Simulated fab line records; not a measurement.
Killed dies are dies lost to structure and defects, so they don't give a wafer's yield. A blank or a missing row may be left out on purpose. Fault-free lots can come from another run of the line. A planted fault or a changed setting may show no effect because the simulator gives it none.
Matching of chambers	flow nand harc	NHARC_A_M1_DESCUM_14 on rie diel-11: 4 sister chambers
The step chemistry O2, time 3 s. 8 wafers are shown with their chamber, then 9 later ones without.

WAFERS, EACH WITH ITS CHAMBER
wafer	chamber	drypump motor current A (A)	oes product au (a.u.)
L082.4	3	5.6	1.005
L082.6	2	6.3	1.008
L086.1	1	6.0	0.995
L086.3	2	6.3	1.009
L086.6	3	5.6	1.009
L087.3	0	6.3	0.996
L087.5	0	6.3	1.006
L087.6	1	6.1	0.999

WAFERS MISSING THEIR CHAMBER
wafer	drypump motor current A (A)	oes product au (a.u.)
L088.1	6.3	1.002
L088.2	6.3	1.010
L088.4	5.6	1.011
L093.1	6.1	1.001
L093.3	6.3	1.011
L093.4	6.3	1.021
L095.1	6.3	1.023
L095.2	6.3	1.003
L095.3	6.0	1.014

EACH ONE'S CHAMBER
wafer	from the rows above	in truth
L088.1	can't be placed: 0 or 2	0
L088.2	can't be placed: 2 or 0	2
L088.4	3	3
L093.1	1	1
L093.3	can't be placed: 2 or 0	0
L093.4	can't be placed: 2 or 0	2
L095.1	can't be placed: 2 or 0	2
L095.2	can't be placed: 0 or 2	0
L095.3	1	1
3 of 9 placed correctly. Not placeable from these rows: 6 (in 6, the candidates include the true chamber). Placed wrongly: 0.
How it was worked out, from the rows above alone: a wafer's distance from a chamber is the root of the sum, over the readings, of the square of ((its reading less the chamber's mean) divided by the reading's scatter). If the next closest chamber is less than 2 further off than the closest, the wafer can't be placed; otherwise it belongs to the closest. For every chamber, the mean is computed from those of its wafers that are shown. The scatter is the square root of a quotient: the sum, over the shown wafers, of each reading's squared deviation from its chamber's mean, divided by wafers minus chambers.
